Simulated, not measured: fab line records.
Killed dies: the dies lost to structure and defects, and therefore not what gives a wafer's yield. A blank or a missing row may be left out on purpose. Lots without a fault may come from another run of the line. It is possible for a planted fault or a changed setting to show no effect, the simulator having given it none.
fab line records	flow n5Finfet
record: lots: 24	wafers: 72	lastDay: 20
route steps=1938 shown BEOL_M9@1463 BEOL_M10@1474
lots untouched by any fault: they come from a run of this same line in which no faults occurred
startH: hours from the record's opening day to when the first of the lot's shown wafers began	waitH: hours elapsed since this lot's preceding step	" unchanged from the row above	L1.1+2: one row covering several wafers at once	- no value present, or no start provided	* or withheld: withheld	< > ~ a bound
route shown NAME@n: a module of which the file shows steps, and the number in the route of the first	usual: mean and standard deviation over wafers with no fault	same: alike in all rows	chamber/n: place in a boat	sites: per-site readings	_std_site: how widely they spread, as a standard deviation	_edge_site: mean of outer sites minus mean of inner sites	radiusMm: how far each site lies from the wafer's centre	mask NAME#n: copy n	behind: the most recent tool/chamber to have shaped the wafer	hold: the reason the lot was held/the length of the hold in hours/how it ended	device: the n, p or np transistor that did not switch	end of line: the same wafers' tests at the end of the route	a step with no rows: only its recipe	killed: dies that structure and defects cost at the first sort, which is not the same as the wafer's yield	map: per-die view of a wafer (x killed, . not killed, _ where there is no die)
set.NAME: the setting as run; set.NAME@STEP: as run at that earlier step	model.NAME: the simulator's own value behind a step, which no gauge read
steps of the route over a sample of lots; a table a step, a row a wafer
services: a tool's chamber out of use, with start hour (startH, from the record's first day; less than 0 if before it), hours out, and reason
== steps ==
step: N5_BEOL_M9_ANNEAL_51
recipe: tempC: 225	timeS: 90	ambient: N2
usual: wafer_temp_C_max: 225.89/0.28
lot.wafer	tool	chamber	startH	waitH	wafer_temp_C_max
L075.1	rtpAnneal-02	0	256.76	0.1	225.74
L075.5	"	0	"	"	225.99
L075.6	"	0	"	"	225.73
L074.1	rtpAnneal-02	0	261.97	0.3	225.68
L074.2	"	0	"	"	226.12
L074.5	"	0	"	"	225.81
L076.2	rtpAnneal-02	0	265.31	0.3	225.50
L076.3	"	0	"	"	225.68
L076.5	"	0	"	"	225.44
L077.1	rtpAnneal-01	0	280.69	0.6	226.00
L077.4	"	0	"	"	226.51
L077.5	"	0	"	"	225.85
L078.1	rtpAnneal-02	0	289.60	0.1	225.70
L078.5	"	0	"	"	225.75
L078.6	"	0	"	"	225.56
L080.1	rtpAnneal-01	0	289.73	0.1	226.02
L080.5	"	0	"	"	226.10
L080.6	"	0	"	"	225.97
L079.1	rtpAnneal-02	0	292.00	0.1	226.00
L079.4	"	0	"	"	225.89
L079.5	"	0	"	"	225.49
L081.4	rtpAnneal-02	0	298.21	0.2	226.32
L081.5	"	0	"	"	225.78
L081.6	"	0	"	"	225.73
L083.4	rtpAnneal-01	0	307.52	0.7	225.98
L083.5	"	0	"	"	226.57
L083.6	"	0	"	"	226.15
L082.2	rtpAnneal-02	0	315.65	0.3	225.74
L082.4	"	0	"	"	225.71
L082.5	"	0	"	"	225.69
L086.2	rtpAnneal-01	0	315.89	0.4	225.85
L086.4	"	0	"	"	226.20
L086.6	"	0	"	"	226.62
L084.1	rtpAnneal-01	0	323.74	0.3	225.88
L084.2	"	0	"	"	225.89
L084.4	"	0	"	"	225.99
L087.3	rtpAnneal-01	0	326.99	0.1	225.99
L087.4	"	0	"	"	225.99
L087.6	"	0	"	"	225.94
L089.1	rtpAnneal-01	0	330.38	0.6	225.47
L089.3	"	0	"	"	226.14
L089.4	"	0	"	"	225.90
L088.4	rtpAnneal-01	0	339.50	0.4	225.96
L088.5	"	0	"	"	225.87
L088.6	"	0	"	"	226.00
L085.2	rtpAnneal-02	0	340.03	0.1	225.95
L085.3	"	0	"	"	225.47
L085.5	"	0	"	"	225.70
L091.2	rtpAnneal-01	0	345.27	0.3	226.39
L091.4	"	0	"	"	225.92
L091.5	"	0	"	"	225.98
L093.1	rtpAnneal-02	0	353.28	0.1	225.71
L093.4	"	0	"	"	225.59
L093.5	"	0	"	"	225.60
L096.2	rtpAnneal-01	0	364.92	0.4	225.72
L096.4	"	0	"	"	225.99
L096.6	"	0	"	"	226.15
L092.2	rtpAnneal-01	0	373.03	0.9	225.93
L092.4	"	0	"	"	225.66
L092.6	"	0	"	"	225.95
L094.1	rtpAnneal-02	0	381.01	0.1	225.46
L094.2	"	0	"	"	225.97
L094.4	"	0	"	"	225.90
L095.3	rtpAnneal-02	0	389.25	0.7	225.98
L095.4	"	0	"	"	225.69
L095.6	"	0	"	"	225.80
L090.2	rtpAnneal-02	0	390.83	0.2	226.02
L090.4	"	0	"	"	225.88
L090.6	"	0	"	"	226.29
L097.1	rtpAnneal-02	0	412.86	0.1	226.01
L097.2	"	0	"	"	226.21
L097.6	"	0	"	"	225.89
step: N5_BEOL_M10_HM_DEP_02
recipe: material: TiN	targetThkA: 200	tempC: 25	chamberPressurePa: 0.49996
usual: chamberPressurePa: 0.4999/0.001	throttleValvePct: 29.6/1.5
lot.wafer	tool	chamber	startH	waitH	chamberPressurePa	throttleValvePct
L075.1	pvdSputter-01	-	260.62	1.9	0.5020	29.5
L075.5	"	-	"	"	0.4994	29.4
L075.6	"	-	"	"	0.5005	29.8
L074.1	pvdSputter-02	-	264.31	0.4	0.4999	31.0
L074.2	"	-	"	"	0.5012	27.1
L074.5	"	-	"	"	0.5000	27.1
L076.2	pvdSputter-02	-	270.29	2.1	0.5018	27.1
L076.3	"	-	"	"	0.4998	29.3
L076.5	"	-	"	"	0.4991	31.0
L077.1	pvdSputter-01	-	283.93	1.5	0.5009	28.6
L077.4	"	-	"	"	0.4992	29.9
L077.5	"	-	"	"	0.5004	29.8
L078.1	pvdSputter-01	-	292.97	1.9	0.5007	28.8
L078.5	"	-	"	"	0.5002	30.8
L078.6	"	-	"	"	0.5015	29.4
L080.1	pvdSputter-01	-	293.07	1.9	0.5003	31.0
L080.5	"	-	"	"	0.4978	28.6
L080.6	"	-	"	"	0.5000	30.6
L079.1	pvdSputter-03	-	294.00	0.5	0.5004	28.3
L079.4	"	-	"	"	0.5001	32.3
L079.5	"	-	"	"	0.5011	28.4
L081.4	pvdSputter-01	-	300.22	0.7	0.5016	29.6
L081.5	"	-	"	"	0.5011	29.7
L081.6	"	-	"	"	0.5008	29.0
L083.4	pvdSputter-01	-	309.44	0.5	0.4996	29.1
L083.5	"	-	"	"	0.4988	29.7
L083.6	"	-	"	"	0.5009	30.7
L082.2	pvdSputter-03	-	318.37	1.1	0.4988	27.1
L082.4	"	-	"	"	0.4996	32.3
L082.5	"	-	"	"	0.5010	27.3
L086.2	pvdSputter-02	-	318.43	1.0	0.4996	31.1
L086.4	"	-	"	"	0.5014	31.3
L086.6	"	-	"	"	0.4994	31.3
L084.1	pvdSputter-03	-	326.17	0.6	0.4989	29.6
L084.2	"	-	"	"	0.4994	27.4
L084.4	"	-	"	"	0.5004	29.4
L087.3	pvdSputter-03	-	328.95	0.6	0.5003	29.7
L087.4	"	-	"	"	0.4996	27.1
L087.6	"	-	"	"	0.4992	29.4
L089.1	pvdSputter-01	-	333.05	1.2	0.4990	28.7
L089.3	"	-	"	"	0.4995	29.8
L089.4	"	-	"	"	0.4998	30.6
L088.4	pvdSputter-03	-	342.56	1.7	0.5003	32.3
L088.5	"	-	"	"	0.4986	32.6
L088.6	"	-	"	"	0.5007	28.2
L085.2	pvdSputter-03	-	343.04	1.6	0.5003	29.7
L085.3	"	-	"	"	0.5016	28.7
L085.5	"	-	"	"	0.4991	29.4
L091.2	pvdSputter-01	-	347.15	0.5	0.4995	28.8
L091.4	"	-	"	"	0.5016	29.0
L091.5	"	-	"	"	0.4995	28.9
L093.1	pvdSputter-03	-	354.77	0.0	0.5004	32.5
L093.4	"	-	"	"	0.4994	29.7
L093.5	"	-	"	"	0.5003	28.4
L096.2	pvdSputter-02	-	367.07	0.8	0.5009	27.2
L096.4	"	-	"	"	0.4982	31.2
L096.6	"	-	"	"	0.4983	31.1
L092.2	pvdSputter-01	-	375.91	1.3	0.5001	28.6
L092.4	"	-	"	"	0.5013	30.7
L092.6	"	-	"	"	0.5024	30.9
L094.1	pvdSputter-02	-	383.14	0.7	0.4998	29.4
L094.2	"	-	"	"	0.4995	31.3
L094.4	"	-	"	"	0.4981	31.1
L095.3	pvdSputter-03	-	391.16	0.1	0.5006	32.3
L095.4	"	-	"	"	0.5005	29.8
L095.6	"	-	"	"	0.5000	32.4
L090.2	pvdSputter-03	-	393.77	1.1	0.4999	28.2
L090.4	"	-	"	"	0.5004	29.6
L090.6	"	-	"	"	0.5007	29.6
L097.1	pvdSputter-01	-	414.67	0.3	0.4998	29.1
L097.2	"	-	"	"	0.5017	31.1
L097.6	"	-	"	"	0.5004	30.8
step: N5_BEOL_M10_INSPECT_13
recipe: mode: adi	inspectInstrument: brightfield
usual: rawDefectCount: 442/120
lot.wafer	tool	chamber	startH	waitH	rawDefectCount
L075.1	defectInspect-01	-	261.05	0.0	465
L075.5	"	-	"	"	463
L075.6	"	-	"	"	452
L074.1	defectInspect-02	-	264.86	0.0	428
L074.2	"	-	"	"	537
L074.5	"	-	"	"	366
L076.2	defectInspect-01	-	270.84	0.0	383
L076.3	"	-	"	"	342
L076.5	"	-	"	"	356
L077.1	defectInspect-01	-	284.52	0.0	405
L077.4	"	-	"	"	463
L077.5	"	-	"	"	369
L078.1	defectInspect-01	-	293.52	0.0	381
L078.5	"	-	"	"	405
L078.6	"	-	"	"	401
L080.1	defectInspect-01	-	293.69	0.0	395
L080.5	"	-	"	"	434
L080.6	"	-	"	"	492
L079.1	defectInspect-01	-	294.42	0.0	496
L079.4	"	-	"	"	398
L079.5	"	-	"	"	376
L081.4	defectInspect-01	-	300.65	0.0	459
L081.5	"	-	"	"	466
L081.6	"	-	"	"	463
L083.4	defectInspect-01	-	309.87	0.0	580
L083.5	"	-	"	"	401
L083.6	"	-	"	"	307
L082.2	defectInspect-02	-	318.92	0.0	295
L082.4	"	-	"	"	364
L082.5	"	-	"	"	231
L086.2	defectInspect-02	-	319.08	0.0	476
L086.4	"	-	"	"	364
L086.6	"	-	"	"	464
L084.1	defectInspect-02	-	326.72	0.0	347
L084.2	"	-	"	"	277
L084.4	"	-	"	"	406
L087.3	defectInspect-02	-	329.50	0.0	588
L087.4	"	-	"	"	485
L087.6	"	-	"	"	482
L089.1	defectInspect-01	-	333.60	0.0	391
L089.3	"	-	"	"	545
L089.4	"	-	"	"	529
L088.4	defectInspect-01	-	342.99	0.0	276
L088.5	"	-	"	"	456
L088.6	"	-	"	"	440
L085.2	defectInspect-01	-	343.59	0.0	468
L085.3	"	-	"	"	327
L085.5	"	-	"	"	344
L091.2	defectInspect-02	-	347.70	0.0	238
L091.4	"	-	"	"	293
L091.5	"	-	"	"	416
L093.1	defectInspect-02	-	355.19	0.0	342
L093.4	"	-	"	"	442
L093.5	"	-	"	"	419
L096.2	defectInspect-01	-	367.49	0.0	566
L096.4	"	-	"	"	719
L096.6	"	-	"	"	474
L092.2	defectInspect-02	-	376.46	0.0	363
L092.4	"	-	"	"	328
L092.6	"	-	"	"	440
L094.1	defectInspect-02	-	383.69	0.0	649
L094.2	"	-	"	"	863
L094.4	"	-	"	"	575
L095.3	defectInspect-02	-	391.58	0.0	367
L095.4	"	-	"	"	360
L095.6	"	-	"	"	383
L090.2	defectInspect-02	-	394.32	0.0	459
L090.4	"	-	"	"	428
L090.6	"	-	"	"	590
L097.1	defectInspect-02	-	415.10	0.0	498
L097.2	"	-	"	"	811
L097.6	"	-	"	"	596
step: N5_BEOL_M10_ETCH_61
recipe: chemistry: CF4	target: SiARC	targetDepthA: 390	maskMaterial: CAR-ArF	timeS: 65	ionEnergyEv: 80	pressureMtorr: 40	sourceW: 545	biasW: 36	Ar_flow_sccm: 100	cf4FlowSccm: 100	ends: cleared
usual: drypumpMotorCurrentA: 5.7/0.47	etchRfOnTimeS: 64.4/1.1	oesProductAu: 0.71/0.076	rfVppV: 183.7/1.2	showerheadPlenumPTorr: 2.12/0.069	throttleValvePct: 15.61/0.24
lot.wafer	tool	chamber	startH	waitH	drypumpMotorCurrentA	etchRfOnTimeS	oesProductAu	rfHoursCounterH	rfVppV	showerheadPlenumPTorr	throttleValvePct
L075.1	rieDiel-06	3	261.13	0.0	4.9	63.0	0.82	18	183.1	2.10	15.69
L075.5	"	2	"	"	5.5	65.1	0.66	-	184.0	2.15	15.51
L075.6	"	3	"	"	4.9	63.3	0.81	-	182.6	2.10	15.72
L074.1	rieDiel-06	2	265.31	0.0	5.5	65.1	0.66	134	184.4	2.15	15.51
L074.2	"	0	"	"	5.7	63.9	0.77	28	183.3	2.10	15.51
L074.5	"	2	"	"	5.5	65.9	0.65	-	184.0	2.15	15.49
L076.2	rieDiel-06	3	271.00	0.0	4.9	63.0	0.81	21	183.2	2.10	15.72
L076.3	"	2	"	"	5.5	65.5	0.66	136	183.8	2.14	15.50
L076.5	"	2	"	"	5.5	66.1	0.65	-	184.0	2.14	15.51
L077.1	rieDiel-06	2	284.59	0.0	5.5	66.0	0.65	140	183.1	2.14	15.52
L077.4	"	1	"	"	5.8	65.3	0.63	183	182.9	2.05	15.86
L077.5	"	2	"	"	5.5	65.1	0.65	-	184.4	2.14	15.51
L078.1	rieDiel-03	0	293.66	0.0	5.7	66.6	0.60	217	182.0	2.04	15.95
L078.5	"	2	"	"	5.8	63.7	0.72	-	185.2	2.25	15.57
L078.6	"	1	"	"	5.5	63.2	0.78	-	183.6	2.09	15.65
L080.1	rieDiel-05	2	293.76	0.0	6.3	64.9	0.61	215	184.2	2.12	15.82
L080.5	"	0	"	"	6.5	63.3	0.75	-	183.1	2.09	15.12
L080.6	"	1	"	"	6.4	64.6	0.58	-	183.0	2.03	15.92
L079.1	rieDiel-05	1	294.49	0.0	6.5	64.9	0.59	247	183.4	2.03	15.93
L079.4	"	3	"	"	5.4	65.2	0.58	242	183.6	2.11	16.15
L079.5	"	0	"	"	6.5	63.7	0.75	-	185.2	2.09	15.13
L081.4	rieDiel-03	1	300.71	0.0	5.4	63.9	0.77	33	183.1	2.09	15.63
L081.5	"	1	"	"	5.4	63.9	0.78	-	184.0	2.09	15.64
L081.6	"	2	"	"	5.8	63.9	0.72	-	186.1	2.25	15.58
L083.4	rieDiel-06	2	309.96	0.0	5.6	65.7	0.65	-	184.5	2.14	15.53
L083.5	"	3	"	"	4.9	63.1	0.79	-	183.7	2.10	15.74
L083.6	"	0	"	"	5.7	63.6	0.75	-	183.8	2.10	15.55
L082.2	rieDiel-06	2	319.17	0.0	5.5	65.2	0.65	153	183.6	2.14	15.53
L082.4	"	1	"	"	5.8	64.9	0.62	190	183.4	2.05	15.88
L082.5	"	3	"	"	4.9	63.0	0.78	-	183.5	2.09	15.75
L086.2	rieDiel-03	0	319.45	0.0	5.7	66.9	0.59	227	182.3	2.03	15.98
L086.4	"	1	"	"	5.5	63.6	0.76	40	184.2	2.09	15.65
L086.6	"	2	"	"	5.8	63.9	0.71	-	185.6	2.25	15.59
L084.1	rieDiel-05	1	326.79	0.0	6.5	65.0	0.82	3	184.8	2.28	15.42
L084.2	"	2	"	"	6.2	65.4	0.59	231	185.1	2.11	15.84
L084.4	"	2	"	"	6.3	65.6	0.59	-	183.3	2.11	15.86
L087.3	rieDiel-06	0	329.64	0.0	5.7	64.2	0.72	52	185.0	2.09	15.56
L087.4	"	3	"	"	4.9	63.5	0.77	43	182.5	2.09	15.76
L087.6	"	1	"	"	5.8	65.3	0.62	-	182.4	2.04	15.90
L089.1	rieDiel-06	1	333.67	0.0	5.8	64.8	0.61	196	182.8	2.04	15.88
L089.3	"	0	"	"	5.7	63.1	0.73	54	183.0	2.09	15.58
L089.4	"	3	"	"	4.9	62.9	0.77	45	182.2	2.09	15.75
L088.4	rieDiel-06	2	343.30	0.0	5.5	65.1	0.64	163	184.4	2.14	15.57
L088.5	"	3	"	"	4.9	63.1	0.76	-	184.0	2.09	15.76
L088.6	"	0	"	"	5.7	63.5	0.72	-	182.0	2.09	15.57
L085.2	rieDiel-05	2	343.80	0.0	6.3	65.0	0.60	238	184.0	2.11	15.86
L085.3	"	0	"	"	6.5	62.8	0.73	65	182.9	2.08	15.16
L085.5	"	2	"	"	6.3	65.2	0.59	-	183.8	2.11	15.87
L091.2	rieDiel-03	1	347.77	0.0	5.5	63.5	0.75	51	184.9	2.08	15.69
L091.4	"	2	"	"	5.8	64.0	0.71	98	185.0	2.25	15.57
L091.5	"	3	"	"	5.3	65.0	0.78	-	183.1	2.10	15.25
L093.1	rieDiel-03	1	355.26	0.0	5.5	63.0	0.75	53	183.2	2.08	15.67
L093.4	"	0	"	"	5.7	65.9	0.59	238	181.9	2.03	15.99
L093.5	"	2	"	"	5.8	62.9	0.70	-	185.3	2.25	15.59
L096.2	rieDiel-05	0	367.74	0.0	6.5	63.9	0.71	76	185.3	2.08	15.18
L096.4	"	3	"	"	5.4	63.6	0.81	6	183.1	2.10	15.64
L096.6	"	1	"	"	6.5	65.8	0.77	-	186.9	2.28	15.48
L092.2	rieDiel-03	1	376.53	0.0	5.5	63.3	0.74	61	185.0	2.08	15.69
L092.4	"	0	"	"	5.7	66.0	0.58	246	181.4	2.03	16.01
L092.6	"	1	"	"	5.5	63.6	0.74	-	183.6	2.08	15.70
L094.1	rieDiel-05	1	384.03	0.0	6.5	65.4	0.75	27	186.3	2.27	15.50
L094.2	"	3	"	"	5.4	64.3	0.79	14	183.9	2.10	15.68
L094.4	"	0	"	"	6.4	64.0	0.70	-	184.4	2.08	15.19
L095.3	rieDiel-03	1	391.74	0.0	5.4	64.9	0.73	67	184.1	2.08	15.72
L095.4	"	1	"	"	5.5	64.8	0.73	-	184.5	2.08	15.73
L095.6	"	3	"	"	5.3	64.9	0.75	-	184.2	2.09	15.30
L090.2	rieDiel-05	3	394.39	0.0	5.4	62.8	0.79	17	182.1	2.10	15.68
L090.4	"	1	"	"	6.5	64.7	0.75	32	186.3	2.27	15.49
L090.6	"	1	"	"	6.5	64.4	0.76	-	186.0	2.27	15.50
L097.1	rieDiel-06	0	415.17	0.0	5.7	64.4	0.69	82	183.2	2.08	15.60
L097.2	"	2	"	"	5.6	65.9	0.63	185	182.9	2.13	15.60
L097.6	"	1	"	"	5.8	66.1	0.60	-	181.8	2.03	15.94
step: N5_BEOL_M10_INSPECT_30
recipe: mode: adi	inspectInstrument: brightfield
usual: rawDefectCount: 446/120
lot.wafer	tool	chamber	startH	waitH	rawDefectCount
L075.1	defectInspect-02	-	262.76	0.0	444
L075.5	"	-	"	"	457
L075.6	"	-	"	"	447
L074.1	defectInspect-01	-	266.17	0.0	447
L074.2	"	-	"	"	585
L074.5	"	-	"	"	397
L076.2	defectInspect-01	-	271.90	0.0	378
L076.3	"	-	"	"	339
L076.5	"	-	"	"	368
L077.1	defectInspect-01	-	287.03	0.0	395
L077.4	"	-	"	"	457
L077.5	"	-	"	"	379
L078.1	defectInspect-02	-	296.51	0.0	374
L078.5	"	-	"	"	411
L078.6	"	-	"	"	378
L080.1	defectInspect-02	-	296.67	0.0	391
L080.5	"	-	"	"	429
L080.6	"	-	"	"	476
L079.1	defectInspect-01	-	296.84	0.0	491
L079.4	"	-	"	"	384
L079.5	"	-	"	"	357
L081.4	defectInspect-02	-	303.25	0.0	441
L081.5	"	-	"	"	455
L081.6	"	-	"	"	449
L083.4	defectInspect-01	-	310.94	0.0	570
L083.5	"	-	"	"	405
L083.6	"	-	"	"	302
L086.2	defectInspect-02	-	321.53	0.0	486
L086.4	"	-	"	"	396
L086.6	"	-	"	"	448
L082.2	defectInspect-01	-	321.70	0.0	321
L082.4	"	-	"	"	365
L082.5	"	-	"	"	260
L084.1	defectInspect-01	-	328.01	0.0	344
L084.2	"	-	"	"	262
L084.4	"	-	"	"	398
L089.1	defectInspect-01	-	335.34	0.0	434
L089.3	"	-	"	"	594
L089.4	"	-	"	"	560
L087.3	defectInspect-02	-	335.51	0.0	609
L087.4	"	-	"	"	484
L087.6	"	-	"	"	473
L088.4	defectInspect-02	-	344.42	0.0	276
L088.5	"	-	"	"	441
L088.6	"	-	"	"	433
L085.2	defectInspect-01	-	344.99	0.0	454
L085.3	"	-	"	"	308
L085.5	"	-	"	"	342
L091.2	defectInspect-02	-	350.96	0.0	257
L091.4	"	-	"	"	303
L091.5	"	-	"	"	403
L093.1	defectInspect-01	-	356.15	0.0	325
L093.4	"	-	"	"	489
L093.5	"	-	"	"	418
L096.2	defectInspect-01	-	369.86	0.0	553
L096.4	"	-	"	"	719
L096.6	"	-	"	"	483
L092.2	defectInspect-02	-	380.48	0.0	382
L092.4	"	-	"	"	346
L092.6	"	-	"	"	446
L094.1	defectInspect-01	-	386.44	0.0	614
L094.2	"	-	"	"	855
L094.4	"	-	"	"	625
L095.3	defectInspect-02	-	393.23	0.0	392
L095.4	"	-	"	"	364
L095.6	"	-	"	"	382
L090.2	defectInspect-01	-	395.35	0.0	519
L090.4	"	-	"	"	507
L090.6	"	-	"	"	586
L097.1	defectInspect-01	-	419.31	0.0	515
L097.2	"	-	"	"	853
L097.6	"	-	"	"	584
step: N5_BEOL_M10_STRIP_77
recipe: chemistry: N2/H2	timeS: 10	powerW: 450	tempC: 40	pressureMtorr: 20	rfFrequencyHz: 6e+07	biasPowerW: 7	n2FlowSccm: 200	h2FlowSccm: 200
usual: drypumpMotorCurrentA: 5.8/0.47	n2FlowSccm: 200.1/0.56	oesProductAu: 0.82/0.097	rfVppV: 59.1/0.82	showerheadPlenumPTorr: 2.51/0.091	throttleValvePct: 23.76/0.27
lot.wafer	tool	chamber	startH	waitH	drypumpMotorCurrentA	n2FlowSccm	oesProductAu	rfHoursCounterH	rfVppV	showerheadPlenumPTorr	throttleValvePct
L075.1	rieDiel-03	1	-	-	5.4	200.8	0.93	16	60.5	2.49	23.89
L075.5	"	2	"	"	5.8	200.1	0.86	-	59.9	2.68	23.70
L075.6	"	3	"	"	5.3	201.3	0.68	-	58.0	2.50	23.60
L074.1	rieDiel-03	2	-	-	5.8	200.7	0.85	65	59.6	2.68	23.71
L074.2	"	1	"	"	5.5	200.7	0.94	18	58.9	2.48	23.90
L074.5	"	0	"	"	5.7	199.8	0.71	-	58.7	2.42	24.09
L076.2	rieDiel-06	0	-	-	5.7	200.0	0.88	31	58.3	2.48	23.61
L076.3	"	3	"	"	4.9	200.9	0.94	22	59.0	2.48	23.98
L076.5	"	1	"	"	5.8	199.4	0.73	-	56.9	2.42	23.80
L077.1	rieDiel-05	3	-	-	5.4	199.3	0.68	240	58.8	2.49	24.26
L077.4	"	1	"	"	6.5	199.8	0.69	245	59.3	2.40	24.07
L077.5	"	1	"	"	6.5	199.8	0.69	-	59.4	2.40	24.07
L078.1	rieDiel-03	2	-	-	5.8	200.2	0.83	79	59.6	2.68	23.71
L078.5	"	0	"	"	5.7	200.6	0.70	-	59.7	2.41	24.10
L078.6	"	1	"	"	5.5	199.8	0.90	-	59.0	2.48	23.91
L080.1	rieDiel-05	0	-	-	6.4	199.9	0.87	43	60.1	2.48	23.22
L080.5	"	3	"	"	5.4	199.2	0.68	-	57.2	2.49	24.26
L080.6	"	2	"	"	6.3	200.4	0.70	-	58.1	2.51	23.88
L079.1	rieDiel-03	3	-	-	5.3	200.5	0.98	2	58.4	2.49	23.35
L079.4	"	1	"	"	5.5	200.6	0.90	32	60.0	2.48	23.91
L079.5	"	1	"	"	5.5	200.3	0.90	-	58.7	2.48	23.92
L081.4	rieDiel-03	1	-	-	5.5	199.8	0.89	34	58.8	2.48	23.92
L081.5	"	0	"	"	5.7	200.1	0.69	-	59.9	2.41	24.10
L081.6	"	3	"	"	5.3	200.0	0.97	-	61.1	2.49	23.34
L083.4	rieDiel-06	2	-	-	5.5	200.1	0.76	-	61.0	2.55	23.82
L083.5	"	3	"	"	4.9	201.0	0.91	-	60.6	2.48	24.00
L083.6	"	0	"	"	5.7	200.0	0.87	-	60.2	2.48	23.61
L086.2	rieDiel-03	0	-	-	5.7	201.5	0.69	228	58.3	2.41	24.13
L086.4	"	3	"	"	5.3	200.4	0.94	12	57.3	2.49	23.35
L086.6	"	0	"	"	5.7	200.7	0.69	-	59.1	2.41	24.12
L082.2	rieDiel-05	1	-	-	6.5	200.2	0.98	0	59.2	2.72	23.75
L082.4	"	0	"	"	6.5	201.0	0.86	-	58.6	2.47	23.24
L082.5	"	1	"	"	6.5	199.8	0.99	-	59.4	2.72	23.75
L084.1	rieDiel-05	1	-	-	6.5	200.0	0.95	3	58.7	2.72	23.75
L084.2	"	2	"	"	6.3	199.6	0.68	232	59.4	2.51	23.90
L084.4	"	2	"	"	6.2	200.8	0.69	-	59.2	2.51	23.92
L089.1	rieDiel-06	1	-	-	5.8	199.2	0.73	196	57.2	2.41	23.83
L089.3	"	2	"	"	5.6	199.6	0.76	160	59.6	2.54	23.82
L089.4	"	3	"	"	4.9	200.4	0.91	45	58.2	2.47	24.02
L087.3	rieDiel-06	1	-	-	5.8	201.5	0.71	197	58.4	2.41	23.82
L087.4	"	2	"	"	5.5	200.3	0.75	160	58.8	2.54	23.84
L087.6	"	2	"	"	5.5	200.2	0.74	-	59.6	2.54	23.82
L088.4	rieDiel-06	3	-	-	4.9	200.2	0.90	49	58.8	2.47	24.03
L088.5	"	1	"	"	5.8	199.6	0.72	-	58.8	2.41	23.85
L088.6	"	0	"	"	5.7	200.2	0.85	-	58.6	2.47	23.64
L085.2	rieDiel-05	2	-	-	6.3	199.9	0.69	239	59.0	2.50	23.93
L085.3	"	1	"	"	6.5	200.6	0.93	10	60.2	2.72	23.76
L085.5	"	0	"	"	6.4	199.9	0.84	-	59.2	2.47	23.25
L091.2	rieDiel-05	1	-	-	6.5	200.3	0.92	14	59.5	2.72	23.77
L091.4	"	0	"	"	6.5	200.2	0.84	69	59.1	2.47	23.24
L091.5	"	1	"	"	6.5	200.5	0.92	-	59.7	2.71	23.76
L093.1	rieDiel-05	0	-	-	6.5	201.1	0.84	72	58.9	2.47	23.26
L093.4	"	3	"	"	5.4	200.9	0.96	3	59.8	2.48	23.95
L093.5	"	3	"	"	5.4	200.4	0.97	-	58.5	2.48	23.94
L096.2	rieDiel-03	0	-	-	5.7	199.6	0.67	244	57.7	2.40	24.15
L096.4	"	1	"	"	5.5	200.3	0.86	59	58.3	2.47	23.94
L096.6	"	1	"	"	5.5	199.3	0.85	-	58.5	2.47	23.94
L092.2	rieDiel-05	1	-	-	6.5	199.5	0.89	25	58.8	2.71	23.78
L092.4	"	0	"	"	6.4	199.8	0.82	-	58.7	2.46	23.26
L092.6	"	1	"	"	6.5	199.5	0.89	-	60.0	2.71	23.77
L094.1	rieDiel-03	0	-	-	5.7	200.0	0.68	249	58.7	2.40	24.13
L094.2	"	2	"	"	5.9	199.3	0.80	112	60.2	2.66	23.75
L094.4	"	1	"	"	5.5	199.8	0.85	64	57.1	2.47	23.95
L095.3	rieDiel-05	1	-	-	6.5	199.9	0.88	32	61.5	2.71	23.78
L095.4	"	3	"	"	5.4	200.3	0.92	17	58.8	2.48	23.96
L095.6	"	3	"	"	5.4	199.8	0.92	-	60.0	2.48	23.96
L090.2	rieDiel-03	2	-	-	5.8	200.2	0.80	117	59.1	2.66	23.76
L090.4	"	3	"	"	5.3	200.2	0.88	-	59.0	2.48	23.38
L090.6	"	2	"	"	5.8	200.4	0.80	-	59.1	2.66	23.78
L097.1	rieDiel-05	3	-	-	5.4	200.1	0.90	27	58.0	2.47	23.97
L097.2	"	0	"	"	6.5	199.4	0.81	98	59.8	2.46	23.29
L097.6	"	0	"	"	6.5	199.4	0.81	-	57.4	2.46	23.30
== services ==
tool	chamber	startH	hours	kind
rieDiel-05	1	267.39	5.0	repair
rieDiel-03	3	270.33	-	clean
rieDiel-03	3	270.33	-	consumableReplace:focusRing
rieDiel-03	3	270.33	20.3	scheduledDown
rieDiel-03	3	270.33	20.3	ventCycle
rieDiel-05	1	299.46	2.0	repair
rieDiel-06	1	299.65	16.4	repair
rieDiel-05	1	303.94	-	clean
rieDiel-05	1	303.94	-	consumableReplace:focusRing
rieDiel-05	1	303.94	-	consumableReplace:showerhead
rieDiel-05	1	303.94	18.2	scheduledDown
rieDiel-05	1	303.94	18.2	ventCycle
rieDiel-03	-	322.24	2.8	pm
rieDiel-05	3	322.39	-	clean
rieDiel-05	3	322.39	-	consumableReplace:focusRing
pvdSputter-03	-	358.43	1.8	repair
rieDiel-05	2	372.24	-	clean
rieDiel-05	2	372.24	-	consumableReplace:focusRing
rieDiel-05	2	372.24	19.2	scheduledDown
rieDiel-05	2	372.24	19.2	ventCycle
rieDiel-03	0	387.84	-	clean
rieDiel-03	0	387.84	-	consumableReplace:focusRing
rieDiel-05	3	390.05	2.9	repair
pvdSputter-03	-	400.31	4.1	repair
== key ==
fault none
